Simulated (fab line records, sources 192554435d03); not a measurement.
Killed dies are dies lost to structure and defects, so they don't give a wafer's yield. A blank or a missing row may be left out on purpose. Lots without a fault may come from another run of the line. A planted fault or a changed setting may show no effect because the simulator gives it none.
fab line records | flow n5_finfet
record lots=3 wafers=8 last_day=19
route steps=1938 shown BEOL_M1@799 BEOL_M4@1111 PASSIVATION@1936
lots that met no fault: from a run of the same line without faults
start_h: hours from the record's first day to the start of the lot's first wafer shown | wait_h: hours since the lot's step before | " the same as in the row above | L1.1+2: a row that stands for several wafers | - no value, or no start given | * or withheld: withheld | < > ~ a bound
route shown NAME@n: a module of which the file shows steps, and the number in the route of the first | usual: mean/standard deviation of fault-free wafers | same: alike in all rows | chamber/n: place in a boat | sites: the reading at each site | _std_site: their standard deviation | _edge_site: outer sites' mean less inner sites' | radius_mm: how far each site lies from the wafer's centre | mask NAME#n: copy n | behind: the tool/chamber that last shaped the wafer | hold: why the lot was held/for how many hours/how that ended | device: the transistor (n, p or np) that didn't switch | end of line: the same wafers' tests at the end of the route | a step without rows: its recipe alone | killed: dies lost to structure and defects at the first sort, not the wafer's yield | map: a wafer's dies, x killed, . not, _ none there
set.NAME: the setting as run; set.NAME@STEP: as run at that earlier step | model.NAME: the simulator's own value behind a step, which no gauge read
lots at some steps of the route; a table a step, a row a wafer
services: from which hour (start_h, from the record's first day; less than 0 if before it) a tool's chamber was out of use, for how many hours, and why
## steps
# step N5_BEOL_M1_STRIP_36
# recipe chemistry=N2/H2 power_w=450 temp_c=40 pressure_mtorr=20 rf_frequency_hz=6e+07 overash_fraction=0.3 bias_power_w=7 h2_frac=0.5 n2_flow_sccm=200 h2_flow_sccm=200
# step N5_BEOL_M1_TRENCH_ETCH_37
# recipe chemistry=C4F6/O2 target_depth_a=552.07 target=SiOC time_s=29 ion_energy_ev=250 pressure_mtorr=30 source_w=355 bias_w=185 Ar_flow_sccm=300 C4F6_flow_sccm=10 O2_flow_sccm=10
# step N5_BEOL_M1_ETCH_41
# recipe chemistry=CH3F/O2 target=SiCN target_depth_a=319 taper_deg=2 time_s=57.8 ion_energy_ev=120 mask_material=TiN pressure_mtorr=30 source_w=395 bias_w=75 Ar_flow_sccm=150 CH3F_flow_sccm=30 O2_flow_sccm=20
# step N5_BEOL_M1_STRIP_97
# recipe chemistry=N2/H2 time_s=10 power_w=450 temp_c=40 pressure_mtorr=20 rf_frequency_hz=6e+07 bias_power_w=7 n2_flow_sccm=200 h2_flow_sccm=200
# step N5_BEOL_M1_HM_STRIP_39
# recipe chemistry=peroxide_tin_strip material=TiN target_depth_a=250 temp_c=50 time_s=158
# step N5_BEOL_M1_SRD_40
# recipe time_s=30 temp_c=23 rinse_liquid=diw dry=ipa_marangoni
# step N5_BEOL_M1_PRECLEAN_42
# recipe chemistry=residue_remover time_s=60 temp_c=40
# step N5_BEOL_M1_SRD_43
# recipe time_s=30 temp_c=23 rinse_liquid=diw dry=ipa_marangoni
# step N5_BEOL_M1_DEGAS_44
# recipe ambient=vacuum temp_c=250 time_s=60
# step N5_BEOL_M1_PRE_CLEAN_45
# recipe gas=H2/He time_s=30 temp_c=250
# step N5_BEOL_M1_ALD_84
# recipe material=TaN target_thk_a=* temp_c=275 ald_precursor_family=PDMAT ald_co_reactant=NH3 pressure_torr=3 carrier_flow_sccm=1500 pulse_time_s=2 purge_time_s=3 co_reactant_purge_time_s=2 co_reactant_pulse_time_s=3 ald_cycles=30 precursor_vessel_temp_c=75 precursor_vessel_pressure_torr=26.25 precursor_vessel_carrier_sccm=1000
# usual ald_cycles=30/0 heater_power_w=420/37
# columns lot.wafer tool chamber start_h wait_h ald_cycles heater_power_w model.TaN_of_BEOL_M1_ALD_84.thk_nm
L652.1 ald_metal-03 0 172.93 0.3 30 377 *
L652.3 " 3 " " 58 413 *
L652.6 " 3 " " 30 418 *
L657.1 ald_metal-02 2 230.57 0.0 30 374 *
L657.2 " 1 " " 30 402 *
L657.5 " 3 " " 30 400 *
L668.5 ald_metal-03 3 286.09 0.1 30 412 *
L668.6 " 2 " " 30 433 *
# step N5_BEOL_M1_SURFACE_TREAT_85
# recipe gas=Ar time_s=* ion_energy_ev=* ion_current_ma_cm2=0.5 pressure_mtorr=* ar_flow_sccm=30
# step N5_BEOL_M1_CVD_47
# recipe material=Co target_thk_a=30 temp_c=withheld precursor=CCTBA/H2 pressure_torr=30 time_s=223.8
# step N5_BEOL_M1_SPUTTER_48
# recipe material=Cu target_thk_a=45 temp_c=-20 chamber_pressure_pa=0.07 power_w=withheld time_s=8.29
# step N5_BEOL_M1_ANNEAL_49
# recipe temp_c=400 time_s=240 ambient=vacuum
# step N5_BEOL_M1_SPUTTER_79
# recipe material=Cu target_thk_a=45 temp_c=-20 chamber_pressure_pa=0.07 power_w=withheld time_s=8.29
# step N5_BEOL_M1_ANNEAL_80
# recipe temp_c=400 time_s=240 ambient=vacuum
# step N5_BEOL_M1_SPUTTER_81
# recipe material=Cu target_thk_a=45 temp_c=-20 chamber_pressure_pa=0.07 power_w=withheld time_s=8.29
# step N5_BEOL_M1_ANNEAL_82
# recipe temp_c=400 time_s=240 ambient=vacuum
# step N5_BEOL_M1_SPUTTER_86
# recipe material=Cu target_thk_a=45 temp_c=-20 chamber_pressure_pa=0.07 power_w=withheld time_s=8.29
# step N5_BEOL_M1_ANNEAL_87
# recipe temp_c=400 time_s=240 ambient=vacuum
# step N5_BEOL_M1_SPUTTER_88
# recipe material=Cu target_thk_a=45 temp_c=-20 chamber_pressure_pa=0.07 power_w=withheld time_s=8.29
# step N5_BEOL_M1_ANNEAL_89
# recipe temp_c=400 time_s=240 ambient=vacuum
# step N5_BEOL_M1_SPUTTER_90
# recipe material=Cu target_thk_a=45 temp_c=-20 chamber_pressure_pa=0.07 power_w=withheld time_s=8.29
# step N5_BEOL_M1_ANNEAL_91
# recipe temp_c=400 time_s=240 ambient=vacuum
# step N5_BEOL_M1_SPUTTER_92
# recipe material=Cu target_thk_a=45 temp_c=-20 chamber_pressure_pa=0.07 power_w=withheld time_s=8.29
# step N5_BEOL_M1_ANNEAL_93
# recipe temp_c=400 time_s=240 ambient=vacuum
# step N5_BEOL_M1_SPUTTER_94
# recipe material=Cu target_thk_a=45 temp_c=-20 chamber_pressure_pa=0.07 power_w=withheld time_s=8.29
# step N5_BEOL_M1_ANNEAL_95
# recipe temp_c=400 time_s=240 ambient=vacuum
# step N5_BEOL_M1_SPUTTER_96
# recipe material=Cu target_thk_a=45 temp_c=-20 chamber_pressure_pa=0.07 power_w=withheld time_s=8.29
# step N5_BEOL_M1_ECD_50
# recipe material=Cu target_thk_a=3000
# step N5_BEOL_M1_ANNEAL_51
# recipe temp_c=225 time_s=90 ambient=N2
# step N5_BEOL_M1_CMP_52
# recipe stop_on=SiOC t_overpolish_s=6.8 down_force_psi=1 platen_rpm=50 clearing_platen_down_force_psi=1.5 clearing_platen_rpm=50 post_cmp_clean=cu_alkaline target_thk_nm=40 clearing_platen_pad_velocity_m_s=0.99484 pad_velocity_m_s=0.99484
# step N5_BEOL_M1_PRE_CLEAN_60
# recipe gas=NH3/H2 time_s=15 temp_c=* rf_power_w=300
# step N5_BEOL_M1_CO_CAP_55
# recipe material=Co target_thk_a=20 temp_c=200 precursor=CCTBA/H2 pressure_torr=30 time_s=102.1
# step N5_BEOL_M1_PRE_CLEAN_56
# recipe gas=NH3 time_s=15 temp_c=withheld rf_power_w=300
# step N5_BEOL_M1_DEP_57
# recipe material=SiCN target_thk_a=80 temp_c=withheld precursor=3MS/NH3 pressure_torr=3 rf_w=202 time_s=14
# step N5_BEOL_M4_RC_MEAS_101
# usual CHAIN_V0=233/10 CHAIN_V0_max_site=242/11 DIBL_N=37.2/2.1 DIBL_P=37.3/2.3 IOFF_N=0.18/0.041 IOFF_P=0.24/0.042 ION_N=680/13 ION_P=466/7.7 SERP_M1=197/14 SERP_M1_max_site=208/15 SS_N=71.8/0.68 SS_P=73.5/0.66 VT_N=249/3.6 VT_P=-248/3.4
# columns lot.wafer tool chamber start_h wait_h CHAIN_V0[ohm/link] CHAIN_V0_max_site[ohm/link] DIBL_N[mV/V] DIBL_P[mV/V] IOFF_N[nA/um] IOFF_P[nA/um] ION_N[uA/um] ION_P[uA/um] SERP_M1[ohm/um] SERP_M1_max_site[ohm/um] SS_N[mV/dec] SS_P[mV/dec] VT_N[mV] VT_P[mV]
L652.1 prober-01 0 210.51 0.0 250 254 35.8 35.8 0.15 0.19 674 457 213 227 71.3 73.4 251 -253
L652.3 " 0 " " 491 523 36.1 36.8 0.15 0.19 677 461 327 349 71.0 73.0 254 -252
L652.6 " 0 " " 236 250 39.3 40.9 0.23 0.27 692 469 182 191 71.7 73.5 247 -250
L657.1 prober-01 0 261.95 0.2 227 231 41.1 41.6 0.26 0.31 694 466 207 212 72.6 74.0 240 -247
L657.2 " 0 " " 229 233 41.0 41.4 0.24 0.31 696 473 185 191 72.6 75.2 244 -246
L657.5 " 0 " " 226 234 39.7 39.4 0.22 0.27 696 471 186 198 72.9 74.5 244 -249
L668.5 prober-02 0 336.51 0.6 238 255 39.7 40.4 0.25 0.33 698 472 177 189 72.4 74.7 246 -243
L668.6 " 0 " " 227 231 39.6 39.7 0.24 0.31 690 468 170 177 72.3 74.9 247 -244
# sites CHAIN_V0 radius_mm=0,75,75,75,75,140,140,140,140
L652.1 250 252 249 252 254 244 245 250 247
L657.1 228 227 226 228 228 219 231 220 226
L668.5 238 248 240 255 239 229 225 227 227
# sites SERP_M1 radius_mm=0,75,75,75,75,140,140,140,140
L652.1 214 207 213 217 213 211 219 227 213
L657.1 205 211 207 206 210 200 212 205 211
L668.5 172 183 179 189 177 178 165 174 167
# step N5_PASSIVATION_PROBE_49
# usual defect_limited_yield=91.0/1.6 killed_at_M0_to_M3=35/11 killed_at_M4_up=14/5.3 killed_at_contacts=13/6.7 killed_at_front_end=41/12 killed_at_other=3.9/2.7 killed_dies=106/19 killed_on_rim=14/4 killed_open=70/14 killed_short=35/8.8 sort_bin_4_leakage=0.01/0.058 sort_bin_5_function=5.3/1 sort_bin_6_memory=3.3/0.81 sort_bin_8_speed=0.00/0.0072 sort_n_pass=1073/19
# same gross_dies=1180 killed_at_back_side=0
# columns lot.wafer tool chamber start_h wait_h defect_limited_yield[%] killed_at_M0_to_M3 killed_at_M4_up killed_at_contacts killed_at_front_end killed_at_other killed_dies killed_on_rim killed_open killed_short sort_bin_4_leakage[%] sort_bin_5_function[%] sort_bin_6_memory[%] sort_bin_8_speed[%] sort_n_pass
L652.1 prober-02 - 323.33 0.0 87.4 54 17 35 42 1 149 20 90 57 0 6.5 5.9 0 1031
L652.3 prober-02 - 323.43 0.1 89.1 50 9 13 55 2 129 21 68 35 0 5.3 3.6 1.36 1051
L652.6 prober-02 - 323.58 0.3 88.1 50 12 26 49 4 141 20 86 53 0 7.5 3.9 0 1039
L657.1 prober-01 - 373.52 0.0 89.2 42 12 1 61 11 127 15 79 48 0.08 6.4 4.2 0 1052
L657.2 prober-01 - 373.57 0.1 93.1 29 13 4 31 4 81 11 56 25 0 4.0 2.5 0 1099
L657.5 prober-01 - 373.72 0.2 93.6 18 13 5 35 4 75 7 46 28 0 3.8 2.3 0.08 1105
L668.5 prober-01 - 450.51 0.5 92.7 36 7 14 29 0 86 9 59 27 0 4.4 2.9 0 1094
L668.6 prober-01 - 450.56 0.6 91.4 22 9 10 59 2 102 18 64 38 0 5.3 3.0 0 1078
# killed by level:class
L652.1 MOL_CONTACT_COAG:geometric_particle:open=28 BEOL_M0_SAQP:geometric_particle:short=20 FIN_SAQP:geometric_particle:open=17 BEOL_M0_SAQP:geometric_particle:open=10 BEOL_M0:geometric_particle:short=9 BEOL_M4:geometric_particle:open=9 MOL_CONTACT_COAG:geometric_particle:short=7 DUMMY_GATE:geometric_particle:open=6
L652.3 BEOL_M1:area_ecd=16 FIN_SAQP:geometric_particle:open=13 BEOL_M0_SAQP:geometric_particle:short=12 STI_FIN_REVEAL:geometric_particle:open=9 MOL_CONTACT_COAG:geometric_particle:open=9 BEOL_M0_SAQP:geometric_particle:open=9 HKMG_FIN:area_etch=8 FIN_SAQP:geometric_particle:short=6
L652.6 BEOL_M0_SAQP:geometric_particle:short=20 BEOL_M0_SAQP:geometric_particle:open=19 MOL_CONTACT_COAG:geometric_particle:open=17 FIN_SAQP:geometric_particle:open=15 MOL_CONTACT_COAG:geometric_particle:short=8 STI_FIN_REVEAL:geometric_particle:open=7 FIN_SAQP:geometric_particle:short=6 DUMMY_GATE:geometric_particle:open=4
L657.1 STI_FIN_REVEAL:geometric_particle:open=18 FIN_SAQP:geometric_particle:open=12 BEOL_M0_SAQP:geometric_particle:short=10 FIN_SAQP:geometric_particle:short=9 BEOL_M1:geometric_particle:open=9 STI_FIN_REVEAL:geometric_particle:short=8 BEOL_M0_SAQP:geometric_particle:open=7 BEOL_M1:geometric_particle:short=5
L657.2 BEOL_M3:geometric_particle:open=9 BEOL_M1:geometric_particle:open=7 FIN_SAQP:geometric_particle:open=5 BEOL_M0_SAQP:geometric_particle:open=5 STI_FIN_REVEAL:geometric_particle:open=4 DUMMY_GATE:geometric_particle:open=4 BEOL_M4:geometric_particle:open=4 FIN_SAQP:geometric_particle:short=3
L657.5 FIN_SAQP:geometric_particle:short=8 STI_FIN_REVEAL:geometric_particle:open=7 BEOL_M2:geometric_particle:open=7 BEOL_M4:geometric_particle:open=5 MOL_CONTACT_COAG:geometric_particle:open=4 FIN_SAQP:geometric_particle:open=3 DUMMY_GATE:geometric_particle:open=3 ILD0:geometric_particle:short=3
L668.5 MOL_CONTACT_COAG:geometric_particle:open=13 BEOL_M1:geometric_particle:open=12 BEOL_M0_SAQP:geometric_particle:open=9 FIN_SAQP:geometric_particle:short=7 FIN_SAQP:geometric_particle:open=4 STI_FIN_REVEAL:geometric_particle:open=4 BEOL_M3:geometric_particle:open=4 BEOL_M3:geometric_particle:short=4
L668.6 FIN_SAQP:geometric_particle:open=17 MOL_CONTACT_COAG:geometric_particle:open=8 DUMMY_GATE:geometric_particle:open=7 GATE_CUT:geometric_particle:short=7 STI_FIN_REVEAL:geometric_particle:open=5 DUMMY_GATE:geometric_particle:short=4 BEOL_M0_SAQP:geometric_particle:short=4 STARTING-WAFER:geometric_particle:open=4
# map L652.1 (x killed, . not)
_________________.........x.x________________
______________....x........x...._____________
___________..x...x..x....x.........__________
__________..x...x..x....x...x.x...x._________
________..x..x.............x....x...x._______
_______....x......x.......x...........x______
______....x.xx...........x....x.......x._____
_____...xxx........x..x...xx..........x..____
____.x...................x.......x........___
___..x........................x.x...x...x..__
___..x..x.x.x..........................x...__
__...x.x.........x.................x....x..._
__.....x..x..................x.............._
_.x...........................x...xx....x....
_.........x.....x..................x....x.x..
_..............x.............................
_....x.................x......x.....x........
_.x.....................xx....x.....x........
_....x...................x..x......xx...x....
_.....x.x.........x........x..............x.x
_......x...................x.............x..x
__.x..................x..x......x..x.x....xx_
__...x.....x....................x...x......._
___......x..........x.....xx.x.....x.......__
___...........x...xxx.....x.....x.xx.......__
____.....x..x..x...................x.x...x___
_____....x.x.....x.x.x.x.................____
______.........x........x..............._____
_______..................xx............______
________.x........x.......x..........x_______
__________......................x.x._________
___________.......xx........x..x...__________
______________.................._____________
_________________.......x..x.________________
# map L668.6 (x killed, . not)
_________________x.....x.....________________
______________..x............x.._____________
___________........................__________
__________............x........x..x._________
________x..x...................x......_______
_______............x..............x....______
______..xxx.............xx.....x....x..._____
_____.x..................................____
____................................x.x...___
___...x.........x.x........x.............x.__
___x.x.....................................__
__.................................x......x._
__..............x........x.......xx........._
_..............x..........x..................
_................x...xx.....................x
_.x.......................................x..
_.x...........x.......x.......x..............
_..x........................x................
_....xx....x........xxx.......x....x.......x.
_..........x.....x...xx....x..x.....x........
_....x..........................x.......x....
__........................x........x........_
__x...x....x................................_
___...x..............x....x..x.............__
___.....xx...........x...x.................__
____.x..........................x.........___
_____............x............x..........____
______...x..........x................x.._____
_______.x....xx........x...............______
________..x..............xx..........._______
__________......x..........x......x._________
___________...........x............__________
______________...x....x........._____________
_________________...x........________________
## services
# columns tool chamber start_h hours kind
ald_metal-02 0 194.64 2.9 repair
ald_metal-03 3 246.81 7.2 repair
## key
first_sign step=N5_BEOL_M1_ALD_84 reading=ald_cycles direction=up sigmas=99+ usual=* struck=*
effect step=N5_BEOL_M4_RC_MEAS_101 reading=CHAIN_V0 direction=up sigmas=25 usual=233 struck=491
effect step=N5_BEOL_M4_RC_MEAS_101 reading=SERP_M1 direction=up sigmas=9.1 usual=197 struck=327
effect step=N5_BEOL_M4_RC_MEAS_101 reading=CHAIN_V0_max_site direction=up sigmas=25 usual=242 struck=523
effect step=N5_BEOL_M4_RC_MEAS_101 reading=SERP_M1_max_site direction=up sigmas=9.4 usual=208 struck=349
effect step=N5_PASSIVATION_PROBE_49 reading=sort_bin_8_speed direction=up sigmas=16 usual=0.00 struck=1.36
model_effect step=N5_BEOL_M1_ALD_84 value=TaN_of_BEOL_M1_ALD_84.thk_nm without=* struck=*
met_at N5_BEOL_M1_ALD_84
struck_wafers L652.3
fault kind=process_parameter_drift tool=ald_metal-03 chamber=- onset_h=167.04 steps=N5_BEOL_M1_ALD_84 channel=ald_cycles offset=* shape=step end_h=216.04 scope=struck_wafers_only acts_in=* stated=*
